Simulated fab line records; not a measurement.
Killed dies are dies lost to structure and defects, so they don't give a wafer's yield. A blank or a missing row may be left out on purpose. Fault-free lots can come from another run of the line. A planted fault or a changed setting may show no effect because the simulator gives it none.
fab line records    flow nand-harc
[record] lots = 6  wafers = 18  last-day = 24
route steps=1159 shown P_M1@296 P_M2@318 END@1159
lots untouched by any fault: they come from a run of this same line in which no faults occurred
start-h: hours from the record's first day to the start of the lot's first wafer shown    wait-h: hours from the lot's prior step to this one    " unchanged from the row above    L1.1+2: one row covering several wafers at once    - no value, or no start was given    * or withheld: withheld    < > ~ a bound
route shown NAME@n: NAME is a module with steps in the file, n the number in the route of the first one    usual: mean/standard deviation taken from wafers without a fault    same: alike in all rows    chamber/n: place in a boat    sites: each site's reading    _std_site: their standard deviation    _edge_site: outer sites' mean less inner sites'    radius-mm: for every site, how far away it sits from the centre of the wafer    mask NAME#n: copy n    behind: tool/chamber where the wafer was last shaped    hold: why the lot went on hold/how many hours it stayed there/how the hold came to an end    device: whichever transistor did not switch (one of n, p or np)    end of line: at the end of the route, the tests of the same wafers    a step with no rows: only its recipe    killed: count of dies lost to structure and defects at first sort (not the wafer's yield)    map: dies across one wafer; x = killed, . = not, _ = none there
set.NAME: the run value of the setting; set.NAME@STEP: its run value at that earlier step    model.NAME: the simulator's own value behind a step, which no gauge read
certain route steps with their lots: each step a table, each wafer a row
services: when a tool's chamber went out of use (start-h, in hours from the record's first day, below 0 if earlier), for how many hours, and the reason
[[steps]]
[step NHARC_P_M1_OVL_MEAS_10]
[recipe] pitch-nm = 260
[usual] overlay-x-nm = 0.0/1  overlay-y-nm = 0.0/0.99
lot.wafer  tool        chamber  start-h  wait-h  overlay-x-nm  overlay-y-nm
L670.3     overlay-02  -        120.34   -       -0.3          0.7
L670.4     "           -        "        "       -0.5          0.4
L670.5     "           -        "        "       0.0           0.4
L672.2     overlay-01  -        140.70   -       1.1           0.7
L672.4     "           -        "        "       0.5           1.4
L672.5     "           -        "        "       0.0           1.0
L674.3     overlay-02  -        141.66   -       -0.7          0.1
L674.5     "           -        "        "       -0.5          -0.6
L674.6     "           -        "        "       -0.5          0.3
L682.3     overlay-02  -        198.77   -       1.0           -0.9
L682.5     "           -        "        "       1.0           -0.9
L682.6     "           -        "        "       1.4           -0.9
L683.1     overlay-01  -        199.67   -       0.4           -0.8
L683.5     "           -        "        "       0.4           -0.1
L683.6     "           -        "        "       0.5           -0.4
L690.2     overlay-02  -        244.66   -       0.8           -0.1
L690.4     "           -        "        "       0.1           0.7
L690.6     "           -        "        "       0.1           -0.6
[step NHARC_P_M1_INSPECT_11]
[usual] raw-defect-count = 4.1/2.2
lot.wafer  tool               chamber  start-h  wait-h  raw-defect-count
L670.3     defect-inspect-02  -        120.38   0.0     4
L670.4     "                  -        "        "       4
L670.5     "                  -        "        "       2
L672.2     defect-inspect-02  -        140.74   0.0     3
L672.4     "                  -        "        "       6
L672.5     "                  -        "        "       3
L674.3     defect-inspect-01  -        141.70   0.0     6
L674.5     "                  -        "        "       2
L674.6     "                  -        "        "       5
L682.3     defect-inspect-01  -        198.81   0.0     2
L682.5     "                  -        "        "       4
L682.6     "                  -        "        "       3
L683.1     defect-inspect-01  -        199.71   0.0     4
L683.5     "                  -        "        "       2
L683.6     "                  -        "        "       4
L690.2     defect-inspect-02  -        244.70   0.0     6
L690.4     "                  -        "        "       3
L690.6     "                  -        "        "       1
[step NHARC_P_M1_DESCUM_14]
[recipe] time-s = 3  o2-flow-sccm = 200  ar-flow-sccm = 0  bias-power-w = 0  chemistry = O2
[step NHARC_P_M1_ETCH_35]
[recipe] target-depth-a = 400  overetch-a = 120  time-s = 43.94  ion-energy-ev = 200  n2-flow-sccm = 150  h2-flow-sccm = 150  ar-flow-sccm = 0  rf-w = 400  bias-w = 150  chemistry = N2/H2
[step NHARC_P_M1_ETCH_15]
[recipe] target-depth-a = 1825  time-s = 91.2  c4f8-flow-sccm = withheld  ar-flow-sccm = 400  rf-w = 600  bias-w = 300  chemistry = C4F8/Ar
[usual] oes-product-au = 0.956/0.02  rf-vpp-V = 440.3/2.6
lot.wafer  tool         chamber  start-h  wait-h  oes-product-au  rf-hours-counter-h  rf-vpp-V
L670.3     rie-diel-08  2        -        -       0.961           4                   437.0
L670.4     "            1        "        "       0.966           4                   439.7
L670.5     "            2        "        "       0.960           -                   437.6
L672.4     rie-diel-11  0        -        -       0.961           8                   438.7
L672.2     "            1        "        "       0.981           8                   442.3
L672.5     "            0        "        "       0.969           -                   438.8
L674.3     rie-diel-07  1        -        -       0.978           4                   438.2
L674.5     "            1        "        "       0.983           -                   437.8
L674.6     "            2        "        "       0.952           -                   441.9
L682.3     rie-diel-11  3        -        -       0.972           0                   444.0
L682.6     "            2        "        "       0.968           -                   438.1
L682.5     "            3        "        "       0.967           -                   444.9
L683.1     rie-diel-11  3        -        -       0.976           0                   443.0
L683.6     "            1        "        "       0.982           -                   441.1
L683.5     "            2        "        "       0.955           -                   437.5
L690.2     rie-diel-07  3        -        -       0.977           1                   437.0
L690.4     "            2        "        "       0.993           1                   442.7
L690.6     "            3        "        "       0.967           -                   437.9
[step NHARC_P_M1_CD_MEAS_16]
[usual] cd-nm = 130.2/1.1
lot.wafer  tool       chamber  start-h  wait-h  cd-nm
L670.3     cd-sem-03  -        120.75   -       130.2
L670.4     "          -        "        "       128.8
L670.5     "          -        "        "       131.8
L672.2     cd-sem-02  -        141.11   -       130.0
L672.4     "          -        "        "       131.0
L672.5     "          -        "        "       130.5
L674.3     cd-sem-01  -        142.07   -       130.4
L674.5     "          -        "        "       129.9
L674.6     "          -        "        "       131.2
L682.3     cd-sem-01  -        199.18   -       129.7
L682.5     "          -        "        "       130.5
L682.6     "          -        "        "       130.5
L683.1     cd-sem-03  -        200.08   -       129.2
L683.5     "          -        "        "       129.9
L683.6     "          -        "        "       129.9
L690.2     cd-sem-03  -        245.06   -       130.0
L690.4     "          -        "        "       130.3
L690.6     "          -        "        "       130.5
[step NHARC_P_M1_STRIP_18]
[recipe] power-w = 1000  n2-flow-sccm = 150  h2-flow-sccm = 150  ar-flow-sccm = 0  bias-w = 0  chemistry = N2/H2
[step NHARC_P_M1_ETCH_28]
[recipe] target-depth-a = 300  over-etch-frac = 0.3  time-s = 72.99  ion-energy-ev = 150  cf4-flow-sccm = 50  n2-flow-sccm = 100  ar-flow-sccm = 150  rf-w = 300  bias-w = 100  chemistry = CF4/N2
[step NHARC_P_M1_STRIP_19]
[recipe] time-s = 600  temp-c = 30  chemistry = post-etch-residue-remover
[step NHARC_P_M1_DEGAS_29]
[recipe] temp-c = 250  time-s = 60
[step NHARC_P_M1_PRE_CLEAN_30]
[recipe] time-s = 30  temp-c = 280  gas = H2/He
[step NHARC_P_M1_PVD_20]
[recipe] target-thk-a = 50  bias-v = 168.6  power-w = 15000  chamber-pressure-pa = 0.12  time-s = 8.06  substrate-temp-c = 50  material = TaN
[usual] throttle-valve-pct = 30.2/1.2
lot.wafer  tool            chamber  start-h  wait-h  throttle-valve-pct
L670.4     pvd-sputter-02  -        -        -       29.2
L670.3     "               -        "        "       27.6
L670.5     "               -        "        "       29.2
L672.2     pvd-sputter-02  -        -        -       31.4
L672.4     "               -        "        "       27.6
L672.5     "               -        "        "       29.3
L674.3     pvd-sputter-02  -        -        -       29.0
L674.6     "               -        "        "       29.2
L674.5     "               -        "        "       31.6
L682.3     pvd-sputter-02  -        -        -       29.2
L682.6     "               -        "        "       31.5
L682.5     "               -        "        "       31.3
L683.1     pvd-sputter-02  -        -        -       31.4
L683.5     "               -        "        "       31.1
L683.6     "               -        "        "       27.7
L690.2     pvd-sputter-01  -        -        -       31.2
L690.4     "               -        "        "       29.0
L690.6     "               -        "        "       30.6
[step NHARC_P_M1_PVD_21]
[recipe] target-thk-a = 300  chamber-pressure-pa = 5  power-w = 5000  substrate-temp-c = 30  time-s = 20.49  material = Cu
[usual] throttle-valve-pct = 30.2/1.2
lot.wafer  tool            chamber  start-h  wait-h  throttle-valve-pct
L670.4     pvd-sputter-02  -        121.89   -       28.0
L670.3     "               -        "        "       29.1
L670.5     "               -        "        "       28.1
L672.4     pvd-sputter-02  -        142.06   -       31.4
L672.2     "               -        "        "       27.9
L672.5     "               -        "        "       31.7
L674.3     pvd-sputter-02  -        143.04   -       31.7
L674.6     "               -        "        "       31.3
L674.5     "               -        "        "       27.7
L682.3     pvd-sputter-02  -        200.15   -       27.9
L682.6     "               -        "        "       29.2
L682.5     "               -        "        "       31.5
L683.1     pvd-sputter-02  -        201.03   -       27.8
L683.6     "               -        "        "       31.4
L683.5     "               -        "        "       27.8
L690.4     pvd-sputter-01  -        246.05   -       28.5
L690.2     "               -        "        "       31.3
L690.6     "               -        "        "       29.2
[step NHARC_P_M1_ECD_22]
[recipe] target-thk-a = 4000  bath-temp-c = 25  material = Cu
[step NHARC_P_M1_ANNEAL_31]
[recipe] temp-c = 225  time-s = 90
[usual] wafer_temp_C_max = 225.74/0.25
lot.wafer  tool           chamber  start-h  wait-h  wafer_temp_C_max
L670.3     rtp-anneal-01  0        122.50   0.3     225.79
L670.4     "              0        "        "       225.81
L670.5     "              0        "        "       225.50
L672.2     rtp-anneal-01  0        142.61   -       225.62
L672.4     "              0        "        "       225.82
L672.5     "              0        "        "       225.87
L674.3     rtp-anneal-01  0        143.62   -       226.17
L674.5     "              0        "        "       226.25
L674.6     "              0        "        "       226.20
L682.3     rtp-anneal-01  0        200.74   0.3     225.97
L682.5     "              0        "        "       225.87
L682.6     "              0        "        "       226.04
L683.1     rtp-anneal-02  0        201.63   -       225.66
L683.5     "              0        "        "       225.52
L683.6     "              0        "        "       225.56
L690.2     rtp-anneal-02  0        246.63   0.4     225.70
L690.4     "              0        "        "       225.80
L690.6     "              0        "        "       225.86
[step NHARC_P_M1_CMP_23]
[recipe] t-overpolish-s = 20  target-thk-nm = 157.82
[usual] motor-current-A = 11.9/0.89  time-to-endpoint-s = 27.9/2.9
lot.wafer  tool    chamber  start-h  wait-h  motor-current-A  time-to-endpoint-s
L670.3     cmp-03  3        122.74   -       11.7             25.0
L670.4     "       1        "        "       11.7             25.8
L670.5     "       3        "        "       12.1             27.8
L672.2     cmp-04  3        142.93   -       13.0             27.5
L672.4     "       0        "        "       12.5             29.6
L672.5     "       3        "        "       13.3             29.3
L674.3     cmp-04  0        143.88   -       12.3             32.0
L674.6     "       3        "        "       13.5             33.1
L674.5     "       0        "        "       12.0             30.6
L682.3     cmp-04  3        201.00   -       12.9             30.0
L682.6     "       2        "        "       11.2             30.4
L682.5     "       3        "        "       13.6             29.8
L683.1     cmp-03  2        202.01   -       11.6             28.8
L683.6     "       1        "        "       11.3             23.4
L683.5     "       2        "        "       11.8             28.1
L690.4     cmp-03  2        246.95   -       12.1             27.7
L690.2     "       0        "        "       10.6             26.9
L690.6     "       2        "        "       11.4             26.8
[step NHARC_P_M1_SRD_25]
[step NHARC_P_M1_INSPECT_27]
[usual] raw-defect-count = 309/120
lot.wafer  tool               chamber  start-h  wait-h  raw-defect-count
L670.3     defect-inspect-02  -        123.23   0.0     300
L670.4     "                  -        "        "       594
L670.5     "                  -        "        "       462
L672.2     defect-inspect-02  -        143.37   0.0     212
L672.4     "                  -        "        "       294
L672.5     "                  -        "        "       242
L674.3     defect-inspect-01  -        144.33   0.0     306
L674.5     "                  -        "        "       308
L674.6     "                  -        "        "       168
L682.3     defect-inspect-01  -        201.45   0.0     240
L682.5     "                  -        "        "       337
L682.6     "                  -        "        "       210
L683.1     defect-inspect-02  -        202.45   0.0     199
L683.5     "                  -        "        "       238
L683.6     "                  -        "        "       231
L690.2     defect-inspect-02  -        247.40   0.0     218
L690.4     "                  -        "        "       213
L690.6     "                  -        "        "       226
[step NHARC_P_M1_PRE_CLEAN_32]
[recipe] time-s = 12  temp-c = 370  rf-power-w = 300  gas = NH3
[step NHARC_P_M1_DEP_33]
[recipe] target-thk-a = 300  temp-c = 370  target-thk-nm = 30  pressure-torr = 3  flow-sccm = 200  rf-w = 450  material = SiCN
[usual] heater-power-w = 565/81
lot.wafer  tool      chamber  start-h  wait-h  heater-power-w
L670.3     pecvd-02  0        123.42   0.1     558
L670.4     "         2        "        "       500
L670.5     "         0        "        "       560
L672.2     pecvd-02  1        143.60   0.1     563
L672.5     "         2        "        "       563
L672.4     "         1        "        "       575
L674.3     pecvd-02  1        144.52   0.1     578
L674.6     "         0        "        "       562
L674.5     "         2        "        "       533
L682.3     pecvd-02  2        201.64   0.1     562
L682.5     "         2        "        "       566
L682.6     "         0        "        "       511
L683.1     pecvd-01  2        202.60   0.1     572
L683.5     "         2        "        "       573
L683.6     "         0        "        "       656
L690.2     pecvd-02  2        247.66   0.1     546
L690.4     "         1        "        "       604
L690.6     "         2        "        "       534
[step NHARC_P_M2_DEP_00]
[recipe] target-thk-a = 1825  target-thk-nm = 182.5  temp-c = withheld  pressure-torr = 5  flow-sccm = 200  rf-w = 600  material = SiOC
[step NHARC_P_M2_DEHYDRATE_01]
[recipe] temp-c = 150  time-s = 120
[step NHARC_P_M2_HMDS_02]
[recipe] time-s = 30
[step NHARC_P_M2_COAT_34]
[recipe] temp-c = 200  time-s = 65
[step NHARC_P_M2_COAT_03]
[recipe] spin-rpm = 1500  resist-thk-nm = 90
[step NHARC_P_M2_SOFTBAKE_04]
[recipe] temp-c = 105  time-s = 55
[step NHARC_P_M2_EBR_05]
[step NHARC_P_M2_EXPOSE_06]
[recipe] na = 1.35  target-cd-nm = 170  dose-mj = 80.78  mask-id = P_M2
[step NHARC_P_M2_PEB_07]
[recipe] peb-temp-c = 100  peb-time-s = 65
[step NHARC_P_M2_DEVELOP_08]
[recipe] develop-time-s = 35  dev-temp-c = 23
[step NHARC_P_M2_CD_MEAS_09]
[recipe] target-cd-nm = 170  landing-energy-ev = 500
[usual] cd-nm = 169.9/0.71
lot.wafer  tool       chamber  start-h  wait-h  cd-nm
L670.3     cd-sem-03  0        124.72   -       170.4
L670.4     "          0        "        "       170.5
L670.5     "          0        "        "       169.7
L672.2     cd-sem-02  0        144.77   -       171.3
L672.4     "          0        "        "       169.6
L672.5     "          0        "        "       170.4
L674.3     cd-sem-01  0        145.73   -       170.4
L674.5     "          0        "        "       170.4
L674.6     "          0        "        "       170.5
L682.5     cd-sem-03  0        202.90   -       171.7
L682.6     "          0        "        "       171.0
L683.6     cd-sem-03  0        203.85   -       169.6
L690.2     cd-sem-03  0        248.85   -       170.8
L690.4     "          0        "        "       170.0
L690.6     "          0        "        "       170.1
[step NHARC_P_M2_OVL_MEAS_10]
[recipe] pitch-nm = 340
[usual] overlay-x-nm = 0.1/0.72  overlay-y-nm = -0.1/0.86
lot.wafer  tool        chamber  start-h  wait-h  overlay-x-nm  overlay-y-nm
L670.3     overlay-02  -        124.80   -       -0.6          0.3
L670.4     "           -        "        "       -0.3          0.3
L670.5     "           -        "        "       -0.7          0.2
L672.2     overlay-01  -        144.85   -       2.8           -0.5
L672.4     "           -        "        "       1.9           -0.7
L672.5     "           -        "        "       1.7           -0.6
L674.3     overlay-01  -        145.81   -       -0.8          -0.6
L674.5     "           -        "        "       0.0           -0.3
L674.6     "           -        "        "       -0.1          -0.5
L682.5     overlay-02  -        202.98   -       -0.7          -0.8
L682.6     "           -        "        "       -0.5          0.2
L683.6     overlay-01  -        203.93   -       -0.5          -0.5
L690.2     overlay-02  -        248.93   -       -0.8          -0.1
L690.4     "           -        "        "       -0.5          -0.2
L690.6     "           -        "        "       -0.7          -0.5
[step NHARC_P_M2_INSPECT_11]
[usual] raw-defect-count = 4.3/2.7
lot.wafer  tool               chamber  start-h  wait-h  raw-defect-count
L670.3     defect-inspect-02  -        124.84   0.0     3
L670.4     "                  -        "        "       3
L670.5     "                  -        "        "       2
L672.2     defect-inspect-01  -        144.89   0.0     4
L672.4     "                  -        "        "       7
L672.5     "                  -        "        "       3
L674.3     defect-inspect-01  -        145.85   0.0     7
L674.5     "                  -        "        "       6
L674.6     "                  -        "        "       3
L682.5     defect-inspect-02  -        203.01   0.0     4
L682.6     "                  -        "        "       2
L683.6     defect-inspect-02  -        203.97   0.0     4
L690.2     defect-inspect-01  -        248.97   0.0     5
L690.4     "                  -        "        "       5
L690.6     "                  -        "        "       5
[step NHARC_P_M2_DESCUM_14]
[recipe] time-s = 3  o2-flow-sccm = 200  ar-flow-sccm = 0  bias-power-w = 0  chemistry = O2
[step NHARC_P_M2_ETCH_35]
[recipe] target-depth-a = 400  overetch-a = 120  time-s = 43.94  ion-energy-ev = 200  n2-flow-sccm = 150  h2-flow-sccm = 150  ar-flow-sccm = 0  rf-w = 400  bias-w = 150  chemistry = N2/H2
[step NHARC_P_M2_ETCH_15]
[recipe] target-depth-a = 1825  time-s = 91.2  c4f8-flow-sccm = withheld  ar-flow-sccm = 400  rf-w = 600  bias-w = 300  chemistry = C4F8/Ar
[step NHARC_P_M2_CD_MEAS_16]
[usual] cd-nm = 169.7/0.9
lot.wafer  tool       chamber  start-h  wait-h  cd-nm
L670.3     cd-sem-03  -        125.20   -       169.6
L670.4     "          -        "        "       170.4
L670.5     "          -        "        "       168.9
L672.2     cd-sem-01  -        145.26   -       171.0
L672.4     "          -        "        "       168.0
L672.5     "          -        "        "       168.8
L674.3     cd-sem-01  -        146.22   -       170.3
L674.5     "          -        "        "       169.3
L674.6     "          -        "        "       169.3
L682.5     cd-sem-01  -        203.39   -       171.2
L682.6     "          -        "        "       171.9
L683.6     cd-sem-03  -        204.34   -       168.5
L690.2     cd-sem-03  -        249.34   -       169.5
L690.4     "          -        "        "       170.6
L690.6     "          -        "        "       168.6
[step NHARC_P_M2_STRIP_18]
[recipe] power-w = 1000  n2-flow-sccm = 150  h2-flow-sccm = 150  ar-flow-sccm = 0  bias-w = 0  chemistry = N2/H2
[step NHARC_P_M2_ETCH_28]
[recipe] target-depth-a = 300  over-etch-frac = 0.3  time-s = 72.99  ion-energy-ev = 150  cf4-flow-sccm = 50  n2-flow-sccm = 100  ar-flow-sccm = 150  rf-w = 300  bias-w = 100  chemistry = CF4/N2
[step NHARC_P_M2_STRIP_19]
[recipe] time-s = 600  temp-c = 30  chemistry = post-etch-residue-remover
[step NHARC_END_SORT_01]
[recipe] temp-c = 25
[usual] defect-limited-yield = 95.8/1.3  killed-at-array = 24/8.7  killed-at-other = 0.8/1.2  killed-at-periphery = 3.6/2.3  killed-dies = 28/8.9  killed-open = 3.2/1.9  killed-short = 2.0/1.6  sort_bin_2_pct = 1.3/0.57  sort_bin_3_pct = 0.22/0.19  sort_bin_4_pct = 2.7/0.89  sort-n-pass = 649/8.9  sort-rim-yield-pct = 95/3.1  sort-yield-pct = 95.8/1.3
[same] gross-dies = 677  sort_bin_5_pct[%] = 0  sort_bin_6_pct[%] = 0  sort_bin_7_pct[%] = 0  sort_bin_8_pct[%] = 0  sort-rim-n-gross = 106.00
lot.wafer  tool       chamber  start-h  wait-h  defect-limited-yield[%]  killed-at-array  killed-at-other  killed-at-periphery  killed-dies  killed-open  killed-short  sort_bin_2_pct[%]  sort_bin_3_pct[%]  sort_bin_4_pct[%]  sort-n-pass  sort-rim-yield-pct[%]  sort-yield-pct[%]
L670.3     prober-02  0        466.45   3.1     96.0                     24               0                3                    27           9            0             1.3                0.30               2.4                650          93                     96.0
L670.4     prober-02  0        467.25   3.4     96.0                     27               0                0                    27           6            4             1.6                0                  2.4                650          96                     96.0
L670.5     prober-02  0        468.05   3.7     96.0                     25               0                2                    27           0            5             1.3                0.30               2.4                650          99                     96.0
L672.2     prober-01  0        473.17   2.8     97.3                     17               0                1                    18           3            1             1.2                0                  1.5                659          93                     97.3
L672.4     prober-01  0        474.76   3.4     95.6                     23               1                6                    30           4            7             1.8                0                  2.7                647          92                     95.6
L672.5     prober-01  0        475.55   3.7     96.9                     20               0                1                    21           2            2             0.9                0.15               2.1                656          97                     96.9
L683.1     prober-01  0        546.16   2.5     0                        21               0                656                  677          2            3             97.0               0                  3.0                0            0                      0
L683.5     prober-01  0        549.36   3.7     0                        13               0                664                  677          2            4             98.1               0                  1.9                0            0                      0
L683.6     prober-01  0        550.17   4.0     96.8                     18               0                4                    22           4            0             0.7                0.15               2.4                655          99                     96.8
L682.3     prober-02  0        555.58   3.1     0                        22               1                654                  677          5            4             97.0               0.30               2.7                0            0                      0
L682.5     prober-02  0        557.21   3.8     94.4                     30               2                6                    38           5            4             1.6                0.59               3.4                639          94                     94.4
L682.6     prober-02  0        558.03   4.1     95.1                     30               1                2                    33           7            4             1.6                0.30               3.0                644          91                     95.1
// killed by level:class
L670.3 A_SLIT:chamber-film-flake=10 A_CONTACT:chamber-film-flake=4 A_CONTACT:geometric-particle:open=3 A_STAIRCASE:chamber-film-flake=2 P_CONTACT:geometric-particle:open=1 P_M0:geometric-particle:open=1 P_M2:geometric-particle:open=1 A_CHANNEL_FILL_D1:geometric-particle:open=1
L670.4 A_CONTACT:chamber-film-flake=8 A_SLIT:chamber-film-flake=6 A_WL_FILL:geometric-particle:short=2 A_CONTACT:geometric-particle:open=2 A_ONON_D1:geometric-particle:open=1 A_ONON_D1:geometric-particle:short=1 A_CHANNEL_FILL_D1:geometric-particle:short=1 A_CHANNEL_FILL_D1:geometric-particle:open=1
L670.5 A_SLIT:chamber-film-flake=13 A_CHANNEL_HOLE_D1:chamber-film-flake=4 A_CONTACT:chamber-film-flake=4 A_CHANNEL_FILL_D1:geometric-particle:short=2 P_CONTACT:geometric-particle:short=1 P_M0:geometric-particle:short=1 A_M0:geometric-particle:short=1 A_M1:chamber-film-flake=1
L672.2 A_STAIRCASE:chamber-film-flake=4 A_SLIT:chamber-film-flake=4 A_CONTACT:chamber-film-flake=4 A_CONTACT:geometric-particle:open=2 A_CHANNEL_FILL_D1:geometric-particle:open=1 A_WL_FILL:geometric-particle:short=1 P_STI:chamber-film-flake=1 A_CHANNEL_HOLE_D1:chamber-film-flake=1
L672.4 A_SLIT:chamber-film-flake=7 A_STAIRCASE:chamber-film-flake=4 A_WL_FILL:geometric-particle:short=2 A_CONTACT:geometric-particle:open=2 A_M0:geometric-particle:short=2 P_ZERO_WELL:chamber-film-flake=2 P_STI:chamber-film-flake=2 P_M0:geometric-particle:short=1
L672.5 A_SLIT:chamber-film-flake=12 A_CONTACT:chamber-film-flake=2 P_M1:geometric-particle:short=1 A_ONON_D1:geometric-particle:open=1 A_CHANNEL_HOLE_D1:geometric-particle:short=1 A_CONTACT:geometric-particle:open=1 A_CHANNEL_HOLE_D1:chamber-film-flake=1 A_WL_FILL:chamber-film-flake=1
L683.1 P_M1:area-pvd=651 A_STAIRCASE:chamber-film-flake=7 A_CHANNEL_HOLE_D1:chamber-film-flake=5 A_CONTACT:chamber-film-flake=3 A_BLC:geometric-particle:open=2 P_ZERO_WELL:chamber-film-flake=2 P_M1:chamber-film-flake=2 P_CONTACT:geometric-particle:short=1
L683.5 P_M1:area-pvd=658 A_CHANNEL_HOLE_D1:chamber-film-flake=4 P_CONTACT:geometric-particle:short=2 A_CONTACT:geometric-particle:open=2 P_M1:chamber-film-flake=2 A_STAIRCASE:chamber-film-flake=2 A_CONTACT:chamber-film-flake=2 A_CHANNEL_FILL_D1:geometric-particle:short=1
L683.6 A_CONTACT:chamber-film-flake=6 A_CHANNEL_HOLE_D1:chamber-film-flake=3 A_STAIRCASE:chamber-film-flake=2 A_SLIT:chamber-film-flake=2 A_M0:chamber-film-flake=2 P_GATE:geometric-particle:open=1 P_M0:geometric-particle:open=1 A_CHANNEL_HOLE_D1:geometric-particle:open=1
L682.3 P_M1:area-pvd=645 A_CHANNEL_HOLE_D1:chamber-film-flake=12 P_M1:chamber-film-flake=5 P_CONTACT:geometric-particle:open=2 A_ONON_D1:geometric-particle:short=2 P_M1:geometric-particle:open=1 A_ONON_D1:geometric-particle:open=1 A_CHANNEL_FILL_D1:geometric-particle:short=1
L682.5 A_CHANNEL_HOLE_D1:chamber-film-flake=18 P_M1:chamber-film-flake=4 A_CONTACT:geometric-particle:open=3 A_STAIRCASE:chamber-film-flake=3 THIN_TSV:chamber-film-flake=2 P_M0:geometric-particle:short=1 A_SOURCE_PLATE:geometric-particle:open=1 A_CHANNEL_FILL_D1:geometric-particle:open=1
L682.6 A_CHANNEL_HOLE_D1:chamber-film-flake=16 A_CONTACT:geometric-particle:open=3 A_ONON_D1:geometric-particle:open=2 A_CONTACT:chamber-film-flake=2 P_GATE:geometric-particle:short=1 A_SOURCE_PLATE:geometric-particle:open=1 A_SOURCE_PLATE:geometric-particle:short=1 A_ONON_D1:geometric-particle:short=1
// map L682.3 (x killed, . not)
____________x____________
_________xxxxxxx_________
_______xxxxxxxxxxx_______
______xxxxxxxxxxxxx______
_____xxxxxxxxxxxxxxx_____
____xxxxxxxxxxxxxxxxx____
____xxxxxxxxxxxxxxxxx____
___xxxxxxxxxxxxxxxxxxx___
___xxxxxxxxxxxxxxxxxxx___
__xxxxxxxxxxxxxxxxxxxxx__
__xxxxxxxxxxxxxxxxxxxxx__
_xxxxxxxxxxxxxxxxxxxxxxx_
_xxxxxxxxxxxxxxxxxxxxxxx_
_xxxxxxxxxxxxxxxxxxxxxxx_
_xxxxxxxxxxxxxxxxxxxxxxx_
_xxxxxxxxxxxxxxxxxxxxxxx_
xxxxxxxxxxxxxxxxxxxxxxxxx
xxxxxxxxxxxxxxxxxxxxxxxxx
xxxxxxxxxxxxxxxxxxxxxxxxx
xxxxxxxxxxxxxxxxxxxxxxxxx
xxxxxxxxxxxxxxxxxxxxxxxxx
_xxxxxxxxxxxxxxxxxxxxxxx_
_xxxxxxxxxxxxxxxxxxxxxxx_
_xxxxxxxxxxxxxxxxxxxxxxx_
_xxxxxxxxxxxxxxxxxxxxxxx_
_xxxxxxxxxxxxxxxxxxxxxxx_
__xxxxxxxxxxxxxxxxxxxxx__
__xxxxxxxxxxxxxxxxxxxxx__
___xxxxxxxxxxxxxxxxxxx___
___xxxxxxxxxxxxxxxxxxx___
____xxxxxxxxxxxxxxxxx____
____xxxxxxxxxxxxxxxxx____
_____xxxxxxxxxxxxxxx_____
______xxxxxxxxxxxxx______
_______xxxxxxxxxxx_______
_________xxxxxxx_________
____________x____________
// map L683.1 (x killed, . not)
____________x____________
_________xxxxxxx_________
_______xxxxxxxxxxx_______
______xxxxxxxxxxxxx______
_____xxxxxxxxxxxxxxx_____
____xxxxxxxxxxxxxxxxx____
____xxxxxxxxxxxxxxxxx____
___xxxxxxxxxxxxxxxxxxx___
___xxxxxxxxxxxxxxxxxxx___
__xxxxxxxxxxxxxxxxxxxxx__
__xxxxxxxxxxxxxxxxxxxxx__
_xxxxxxxxxxxxxxxxxxxxxxx_
_xxxxxxxxxxxxxxxxxxxxxxx_
_xxxxxxxxxxxxxxxxxxxxxxx_
_xxxxxxxxxxxxxxxxxxxxxxx_
_xxxxxxxxxxxxxxxxxxxxxxx_
xxxxxxxxxxxxxxxxxxxxxxxxx
xxxxxxxxxxxxxxxxxxxxxxxxx
xxxxxxxxxxxxxxxxxxxxxxxxx
xxxxxxxxxxxxxxxxxxxxxxxxx
xxxxxxxxxxxxxxxxxxxxxxxxx
_xxxxxxxxxxxxxxxxxxxxxxx_
_xxxxxxxxxxxxxxxxxxxxxxx_
_xxxxxxxxxxxxxxxxxxxxxxx_
_xxxxxxxxxxxxxxxxxxxxxxx_
_xxxxxxxxxxxxxxxxxxxxxxx_
__xxxxxxxxxxxxxxxxxxxxx__
__xxxxxxxxxxxxxxxxxxxxx__
___xxxxxxxxxxxxxxxxxxx___
___xxxxxxxxxxxxxxxxxxx___
____xxxxxxxxxxxxxxxxx____
____xxxxxxxxxxxxxxxxx____
_____xxxxxxxxxxxxxxx_____
______xxxxxxxxxxxxx______
_______xxxxxxxxxxx_______
_________xxxxxxx_________
____________x____________
[[services]]
tool            chamber  start-h  hours  kind
rie-diel-07     3        100.00   7.4    repair
pecvd-02        -        103.13   0.9    repair
cmp-04          -        105.07   4.0    pm
rie-diel-07     1        109.51   13.7   repair
rie-diel-07     0        112.30   3.6    repair
cmp-03          -        113.98   2.4    repair
pvd-sputter-01  -        118.21   63.5   repair
rie-diel-07     2        123.05   2.3    repair
pecvd-02        -        153.11   13.0   pm
cmp-03          -        156.00   4.0    pm
pecvd-02        1        169.26   6.8    repair
rie-diel-07     0        179.41   14.2   repair
pvd-sputter-01  -        181.74   10.0   pm
cmp-04          -        184.15   0.4    repair
cmp-04          -        185.30   0.8    repair
cmp-03          -        185.58   1.0    repair
rie-diel-11     -        189.50   9.0    pm
cmp-03          -        190.57   6.6    repair
cmp-04          -        203.07   4.0    pm
rie-diel-11     -        203.96   0.5    repair
rie-diel-11     3        208.09   6.0    repair
pvd-sputter-02  -        217.21   10.0   pm
cmp-04          -        231.60   0.8    repair
cmp-03          -        243.69   2.8    repair
[[key]]
[first-sign] step = NHARC_END_SORT_01  reading = killed-at-periphery  direction = up  sigmas = 99+  usual = 3.6  struck = 658
[effect] step = NHARC_END_SORT_01  reading = sort_bin_2_pct  direction = up  sigmas = 99+  usual = 1.3  struck = 97.4
[more-kills-born-at] NHARC_P_M1_PVD_21@pvd-sputter-02 = 1954
met-at NHARC_P_M1_PVD_21
struck-wafers L682.3,L683.1,L683.5
later-rows-left-out L682.3,L683.1,L683.5
onset-between 143.04 200.15
[fault] kind = process-parameter-drift  tool = pvd-sputter-02  chamber = -  onset-h = 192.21  steps = NHARC_P_M1_PVD_21  channel = target-thk-a  offset = *  shape = step  end-h = 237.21  acts-in = *  stated = *  scope = struck-wafers-only
// later-rows-left-out: the simulator's readings of these wafers behind a module that went badly wrong aren't trusted and aren't shown, but for the sort
